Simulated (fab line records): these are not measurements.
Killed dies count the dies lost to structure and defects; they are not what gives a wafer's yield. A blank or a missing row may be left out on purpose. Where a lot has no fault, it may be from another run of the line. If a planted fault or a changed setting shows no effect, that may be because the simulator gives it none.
A struck lot beside a sound one -- flow n5-finfet -- 17 out of 1938 route steps
Sound: these wafers, L371.2, L371.5, L371.6. Struck: wafers L375.1, L375.2. (L375.6 of the same lot was not struck and is left out.) The cause comes at the end.
At each step with rows: each side's tool, then ch and its chambers, then its first start. Under that, the readings that differ: sound wafers -- struck wafers -- difference of the means -- sigmas: that difference in standard deviations of wafers without a fault.
alike: readings with means less than 2 such deviations apart, plus words and numbers identical on both sides. not compared: withheld readings, readings lacking a value on some wafer, bounds such as >300 that could conceal the same value, and numbers that have no deviation in the record and whose values overlap.
Wherever a step has rows on one side only, a row that says differs or no value, or a row with sigmas, the two part there. When numbers do not overlap yet have no deviation, they are printed without sigmas and do not part them. Lack of a reading on every wafer of one side parts them only where that side has two or more wafers.

first, 7 steps without rows for these wafers: N5_BEOL_M11_COAT_60 (time 60 s, resist thk 30 nm); N5_BEOL_M11_COAT_05 (resist thk 90 nm); N5_BEOL_M11_EBR_07; N5_BEOL_M11_SOFTBAKE_06 (time 60 s); N5_BEOL_M11_EXPOSE_08 (exposes mask M11); N5_BEOL_M11_PEB_09 (peb time 60 s); N5_BEOL_M11_DEVELOP_10 (develop time 30 s).
N5_BEOL_M11_CD_MEAS_11 targets a cd of 64.1 nm.
  sound on cd-sem-02 ch 0, day 12 12:25; struck on cd-sem-03 ch 0, day 13 08:09
  alike: cd-nm
N5_BEOL_M11_OVL_MEAS_12:
  sound on overlay-01 ch 0, day 12 12:26; struck on overlay-02 ch 0, day 13 08:11
  alike: M11_OVL
N5_BEOL_M11_INSPECT_13: inspects for defects (brightfield).
  struck on defect-inspect-02, day 13 08:12; sound on defect-inspect-01, day 12 12:28
  alike: raw-defect-count
N5_BEOL_M11_DESCUM_16: chemistry O2, time 7.9 s.
  sound on rie-diel-03 ch 0,2,3, day 12 12:30; struck on rie-diel-03 ch 1,2, day 13 08:14
  alike: drypump-motor-current-A, oes-product-au, rf-vpp-V, showerhead-plenum-p-Torr, throttle-valve-pct
  not compared: rf-hours-counter-h
N5_BEOL_M11_ETCH_61: etches SiARC in CF4, target depth 39 nm, time 65 s.
  sound on rie-diel-03 ch 0,2,3, day 12 12:32; struck on rie-diel-03 ch 1,2, day 13 08:16
  alike: cf4-flow-sccm, drypump-motor-current-A, etch-rf-on-time-s, oes-product-au, rf-vpp-V, showerhead-plenum-p-Torr, throttle-valve-pct
  not compared: rf-hours-counter-h
N5_BEOL_M11_ETCH_62: etches SOC in N2/H2, target depth 110 nm, overetch 22 nm, time 165 s.
  sound on rie-diel-03 ch 0,2,3, day 12 12:35; struck on rie-diel-03 ch 1,2, day 13 08:19
reading,sound,struck,difference,sigmas
model.SiARC_of_BEOL_M11_COAT_60.thk-nm (nm),24 23.8 24,23.4 23.4,-0.5,
  alike: drypump-motor-current-A, oes-product-au, rf-vpp-V, showerhead-plenum-p-Torr, throttle-valve-pct
  not compared: rf-hours-counter-h
then, 1 step without rows for these wafers: N5_BEOL_M11_STRIP_68 (strips in N2/H2).
N5_BEOL_M11_STRIP_67: strips in CF4.
  sound on rie-diel-03 ch 0,2,3, day 12 12:44; struck on rie-diel-03 ch 1,2, day 13 08:28
  alike: cf4-flow-sccm, drypump-motor-current-A, oes-product-au, rf-vpp-V, showerhead-plenum-p-Torr, throttle-valve-pct
  not compared: rf-hours-counter-h
N5_BEOL_M11_HM_OPEN_17: chemistry Cl2/BCl3, target TiN, target depth 20 nm, overetch 6 nm.
  sound on rie-metal-02 ch 0,1, day 12 12:46; struck on rie-metal-03 ch 0,1, day 13 08:31
reading,sound,struck,difference,sigmas
model.etch.depth-nm (nm),19.73 19.75 19.84,19.56 19.63,-0.18,
  alike: drypump-motor-current-A, oes-product-au, throttle-valve-pct
  not compared: rf-hours-counter-h
N5_BEOL_M11_STRIP_19: strips in O2.
  sound on rie-diel-01 ch 0,1, day 12 12:53; struck on rie-diel-03 ch 0,1, day 13 08:37
reading,sound,struck,difference,sigmas
oes-product-au (a.u.),0.94 0.84 0.94,0.71 0.70,-0.20,-2
  alike: drypump-motor-current-A, rf-vpp-V, showerhead-plenum-p-Torr, throttle-valve-pct
  not compared: rf-hours-counter-h

WHERE THEY PART
At N5_BEOL_M11_STRIP_19 and nowhere else, as far as this record goes.

WHY: whatever the simulator had introduced
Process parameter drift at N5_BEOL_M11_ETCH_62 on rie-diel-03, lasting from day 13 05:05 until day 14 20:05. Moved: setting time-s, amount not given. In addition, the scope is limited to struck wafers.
